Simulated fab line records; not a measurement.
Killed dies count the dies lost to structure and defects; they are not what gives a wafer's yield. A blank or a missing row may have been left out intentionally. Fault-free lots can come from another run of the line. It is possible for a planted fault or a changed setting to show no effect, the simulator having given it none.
Which tool did it? | flow nand harc | 12 lots, 36 wafers sampled, at 4 steps of a route of 1302

== WHAT THE GAUGES SHOWED, per wafer ==
NHARC_A_SGD_CUT_CD_MEAS_09: the cd target is 100 nm.
lot  | measured     | on        | cd nm (nm)
L224 | day 19 14:01 | cd sem-03 | 100.7 100.3 100.0
L226 | day 20 01:43 | cd sem-03 | 100.3 100.4 100.4
L227 | day 20 23:02 | cd sem-02 | 99.6 98.6 98.8
L231 | day 22 08:32 | cd sem-01 | 99.3 99.8 99.3
L233 | day 22 19:04 | cd sem-03 | 100.6 99.4 100.4
L235 | day 24 00:49 | cd sem-02 | 99.4 100.0 100.4
L236 | day 24 07:47 | cd sem-03 | 98.9 99.0 100.5
L237 | day 24 09:23 | cd sem-02 | 100.2 100.3 100.4
L241 | day 26 05:01 | cd sem-03 | 69.1 69.6 69.4
L240 | day 26 05:37 | cd sem-02 | 100.0 100.2 99.9
L246 | day 27 17:07 | cd sem-01 | 100.4 99.8 100.9
L244 | day 27 18:05 | cd sem-03 | 75.4 75.1 75.1

NHARC_A_SGD_CUT_OVL_MEAS_10.
lot  | measured     | on         | overlay x nm (nm) | overlay y nm (nm)
L224 | day 19 14:07 | overlay-02 | -0.4 -0.6 0.2     | 0.5 -0.2 0.1
L226 | day 20 01:48 | overlay-02 | -0.2 0.0 -0.5     | -0.7 -0.2 -0.7
L227 | day 20 23:07 | overlay-02 | -0.3 -0.3 0.2     | 1.0 0.6 1.0
L231 | day 22 08:37 | overlay-02 | 0.6 0.4 -0.1      | -0.2 -0.3 -0.2
L233 | day 22 19:08 | overlay-02 | 0.8 1.4 0.9       | -0.3 -0.2 -0.2
L235 | day 24 00:54 | overlay-02 | 0.5 0.8 0.4       | 0.2 0.1 0.6
L236 | day 24 07:52 | overlay-01 | 0.1 0.2 0.3       | -0.6 -0.8 -1.0
L237 | day 24 09:28 | overlay-01 | 0.0 -0.4 0.1      | -0.1 0.0 0.3
L241 | day 26 05:06 | overlay-01 | 0.8 0.3 0.0       | 0.4 0.1 0.8
L240 | day 26 05:43 | overlay-01 | -0.3 -0.8 -0.4    | -1.3 -1.5 -0.9
L246 | day 27 17:13 | overlay-02 | 0.7 0.9 1.0       | -0.4 -0.3 -0.2
L244 | day 27 18:10 | overlay-02 | 0.0 0.1 -0.9      | -1.0 -1.9 -1.5

== WHAT TOOL EACH LOT RAN ON (gives the tool, then ch and the chambers of the sampled wafers, and finally the start) ==
lot  | NHARC_A_STAIRCASE_DEP_471       | NHARC_A_SGD_CUT_EXPOSE_06
L224 | pecvd-04 ch 1,2, day 19 12:38   | arfi scanner-01 ch 0, day 19 13:53
L226 | pecvd-02 ch 0,1,2, day 20 00:19 | arfi scanner-01 ch 0, day 20 01:35
L227 | pecvd-02 ch 0,2, day 20 21:45   | arfi scanner-01 ch 0, day 20 22:53
L231 | pecvd-04 ch 0,2, day 22 07:15   | arfi scanner-01 ch 0, day 22 08:23
L233 | pecvd-01 ch 0,2, day 22 17:39   | arfi scanner-01 ch 0, day 22 18:55
L235 | pecvd-04 ch 0,1,2, day 23 23:26 | arfi scanner-02 ch 0, day 24 00:40
L236 | pecvd-04 ch 0,1,2, day 24 06:28 | arfi scanner-01 ch 0, day 24 07:39
L237 | pecvd-01 ch 1,2, day 24 07:48   | arfi scanner-02 ch 0, day 24 09:14
L241 | pecvd-04 ch 0,1,2, day 26 03:36 | arfi scanner-02 ch 0, day 26 04:52
L240 | pecvd-04 ch 0,1,2, day 26 04:16 | arfi scanner-01 ch 0, day 26 05:29
L246 | pecvd-01 ch 0,1, day 27 15:50   | arfi scanner-03 ch 0, day 27 16:59
L244 | pecvd-01 ch 1,2, day 27 16:40   | arfi scanner-02 ch 0, day 27 17:56
- NHARC_A_STAIRCASE_DEP_471: deposits SiO2, target thk 100 nm.
- NHARC_A_SGD_CUT_EXPOSE_06: exposes mask SGD.

== AS READ BY THE TOOLS THEMSELVES (means over the sampled wafers that have a number; for cases with no such wafer, the mark the record gives instead) ==
NHARC_A_STAIRCASE_DEP_471.
lot  | tool     | heater power w (W) | throttle valve pct (%)
L224 | pecvd-04 | 545                | 16.4
L226 | pecvd-02 | 546                | 15.4
L227 | pecvd-02 | 428                | 15.7
L231 | pecvd-04 | 565                | 16.4
L233 | pecvd-01 | 445                | 15.4
L235 | pecvd-04 | 556                | 16.4
L236 | pecvd-04 | 568                | 16.5
L237 | pecvd-01 | 658                | 15.4
L241 | pecvd-04 | 594                | 16.4
L240 | pecvd-04 | 516                | 16.3
L246 | pecvd-01 | 663                | 15.5
L244 | pecvd-01 | 643                | 15.7

NHARC_A_SGD_CUT_EXPOSE_06.
lot  | tool            | exposure dose mJ cm2
L224 | arfi scanner-01 | 85.50
L226 | arfi scanner-01 | 85.61
L227 | arfi scanner-01 | 85.59
L231 | arfi scanner-01 | 85.68
L233 | arfi scanner-01 | 85.64
L235 | arfi scanner-02 | 85.31
L236 | arfi scanner-01 | 85.57
L237 | arfi scanner-02 | 85.40
L241 | arfi scanner-02 | 45.86
L240 | arfi scanner-01 | 85.62
L246 | arfi scanner-03 | 85.59
L244 | arfi scanner-02 | 53.79

== THE ANSWER, worked out from the rows above alone ==
Rule: usual is defined by the lots themselves. The widest of any qualifying gaps counts: lots, ordered by their means at a reading, are off when they make up no more than a third of the lots, leave a main group of 4 or more, and stand apart from it by 3 or more times the standard deviation of that group's means. A main group is skipped when, at the precision printed for the reading in the tables above, its means are all equal. A lot without any number at a reading at which 4 lots or more have one is off too. The other lots that the step has rows for count as sound. The gauges are gone through in route order, then the tools' own readings, and for those a lot's mean is taken as printed above. At the first step where some lot is off, the reading lying furthest off is the one used; lots without a number count as furthest.
Off: L241, L244 (NHARC_A_SGD_CUT_CD_MEAS_09, cd nm). The main group has a mean of 99.9 nm with a standard deviation of 0.45.
If a tool, at a process step before that reading, ran all the lots that are off and no sound lot after the first of them, it fits. The gauges at NHARC_A_SGD_CUT_CD_MEAS_09 aren't tried: what is off there is off at NHARC_A_SGD_CUT_EXPOSE_06 too, on other tools, and a gauge's error can't cause that. One fits: arfi scanner-02 at NHARC_A_SGD_CUT_EXPOSE_06. A fault onset in the window from L237 (day 24 09:14, its last sound lot) to L241 (day 26 04:52, its first lot off) fits.
On the lots that are off, the tool's own readings at NHARC_A_SGD_CUT_EXPOSE_06 differ by more than 5 times the standard deviation of the sound lots' means, which bears it out; exposure dose mJ cm2 reads 49.83 there versus 85.55 on the sound lots.

== WHAT THE SIMULATOR PUT IN ==
Process parameter drift: arfi scanner-02, from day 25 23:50 on, at NHARC_A_SGD_CUT_EXPOSE_06. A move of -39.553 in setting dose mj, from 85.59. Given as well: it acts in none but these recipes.
Struck lots among those shown: L241, L244. The rule above reached the same finding.
